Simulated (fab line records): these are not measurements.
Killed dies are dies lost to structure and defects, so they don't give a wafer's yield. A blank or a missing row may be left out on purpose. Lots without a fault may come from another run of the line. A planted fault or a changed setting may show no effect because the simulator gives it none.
What tool caused it?    flow n5 finfet    36 wafers sampled from 12 lots at 1 step of a route of 1938

== WHAT THE GAUGES READ, wafer by wafer ==
N5_SDB_OVL_MEAS_12.
lot   measured     on          SDB_OVL (nm)
L076  day 4 04:20  overlay-01  0.1 -0.2 0.9
L077  day 4 12:44  overlay-01  -0.5 0.2 -1.1
L079  day 5 02:46  overlay-02  2.3 0.4 0.3
L080  day 5 16:34  overlay-02  0.9 1.7 0.4
L083  day 6 01:34  overlay-02  0.8 0.8 0.6
L085  day 6 16:54  overlay-01  1.7 2.1 0.5
L088  day 7 04:11  overlay-02  1.1 1.1 0.4
L089  day 7 12:30  overlay-02  0.4 2.4 1.3
L091  day 8 00:15  overlay-02  -0.2 0.2 1.4
L093  day 8 12:10  overlay-01  1.8 1.5 0.8
L095  day 9 01:22  overlay-01  1.6 0.0 2.0
L097  day 9 13:23  overlay-02  -0.3 -0.8 1.5

== TOOL THAT RAN EACH LOT (tool first, then ch and the chambers of the sampled wafers, then the start) ==
Before these readings, the record contains no process step.

== THE ANSWER, worked out from the rows above alone ==
Rule: the usual values come from the lots themselves. Put in order of their means at a reading, lots are off if they are a third of the lots or fewer, leave a main group of 4 or more, and stand apart from it by a gap of 3 or more times the standard deviation of the main group's means; of several such gaps the widest counts. Not used: any main group whose means are identical at the precision the tables above print for the reading. Also off: a lot with no number at a reading for which 4 or more lots have one. Any other lot the step has rows for is counted as sound.
Across all readings shown, no lot is off: no conclusion can be drawn from this.

== WHAT WAS PUT IN BY THE SIMULATOR ==
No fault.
